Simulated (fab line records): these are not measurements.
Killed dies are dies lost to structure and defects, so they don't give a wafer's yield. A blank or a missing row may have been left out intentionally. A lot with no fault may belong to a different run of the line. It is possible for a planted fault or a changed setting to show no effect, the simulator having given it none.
Comparing a struck lot with a sound one / flow nand_harc / 13 steps out of a route of 1159
Sound: wafers L578.1, L578.3, L578.4. Struck: wafer L589.5. (L589.3 of the same lot was not struck and is left out.) The cause comes at the end.
Order at every step that has rows: each side's tool, ch and its chambers, its first start. Under that, the readings that differ: sound wafers / struck wafers / difference of the means / sigmas: that difference in standard deviations of wafers without a fault.
alike: words and numbers the same on both sides, and readings whose means are apart by under 2 such deviations; not compared: readings that were withheld, readings missing a value for some wafer, numbers with overlapping values and no deviation given by the record, and bounds like >300 which may hide the same value.
The two part at a step that has a row with sigmas, a row that says differs or no value, or rows on one side only. Numbers that don't overlap but have no deviation are shown without sigmas and don't part them. Lack of a reading on every wafer of one side parts them only where that side has two or more wafers.

first, 4 steps without rows for these wafers: NHARC_A_WL_FILL_STRIP_28 (strips in post etch residue remover, time 1200 s); NHARC_A_WL_FILL_PRECLEAN_06 (cleans in DIW, time 300 s); NHARC_A_WL_FILL_SRD_07; NHARC_A_WL_FILL_ANNEAL_08 (time 1800 s).
NHARC_A_WL_FILL_ALD_10: deposits SiO2, target thk 50 nm, pulse time 10 s, ald cycles 500.
  sound on ald_hk-03 ch 0,1,2, day 15 07:43; struck on ald_hk-03 ch 2, day 18 16:38
  alike: heater_power_w, precursor_pulse_height_rel
NHARC_A_WL_FILL_ETCHBACK_16: etches the open film in C4F8/O2/Ar, target depth 88 nm, time 17.6 s.
  sound: rie_diel-13 ch 0,1,3; struck: rie_diel-03 ch 2
reading=oes_product_au (a.u.); sound=1.01 0.99 0.99; struck=0.92; difference=-0.08; sigmas=-2
  alike: rf_vpp_V, run_length_s
  not compared: rf_hours_counter_h
NHARC_A_WL_FILL_STRIP_29: strips in O2, time 20 s.
  sound on rie_diel-13 ch 1,2,3, day 15 15:35; struck on rie_diel-03 ch 0, day 18 18:47
reading=oes_product_au (a.u.); sound=0.986 0.991 0.988; struck=1.001; difference=+0.013; sigmas=+2
  alike: drypump_motor_current_A, rf_vpp_V, showerhead_plenum_p_Torr, throttle_valve_pct
  not compared: rf_hours_counter_h
NHARC_A_WL_FILL_ETCHBACK_17: etches the open film in Cl2/BCl3, target depth 4 nm, time 26.7 s.
  sound on rie_metal-03 ch 0,1, day 15 15:40; struck on rie_metal-01 ch 1, day 18 18:56
  alike: drypump_motor_current_A, oes_product_au, run_length_s
  not compared: rf_hours_counter_h
then, 3 steps without rows for these wafers: NHARC_A_WL_FILL_PRECLEAN_18 (cleans in dHF, time 30 s); NHARC_A_WL_FILL_SRD_21; NHARC_A_WL_FILL_CVD_23 (deposits poly-Si, target thk 40 nm, time 800 s).
NHARC_A_WL_FILL_ETCHBACK_26: etches the open film in HBr, target depth 52 nm, time 13.3 s.
  sound on rie_si-01 ch 0,1,3, day 15 20:45; struck on rie_si-01 ch 1, day 19 00:16
reading=run_length_s (s); sound=35.0 35.1 33.6; struck=30.6; difference=-4.0; sigmas=-10
  alike: drypump_motor_current_A, oes_product_au, throttle_valve_pct
  not compared: rf_hours_counter_h
then, 1 step without rows for these wafers: NHARC_A_WL_FILL_PRECLEAN_30 (cleans in dHF, time 10 s).

## WHERE THEY PART
First at NHARC_A_WL_FILL_ETCHBACK_16; last, within this record, at NHARC_A_WL_FILL_ETCHBACK_26.

WHY: what had been put in by the simulator
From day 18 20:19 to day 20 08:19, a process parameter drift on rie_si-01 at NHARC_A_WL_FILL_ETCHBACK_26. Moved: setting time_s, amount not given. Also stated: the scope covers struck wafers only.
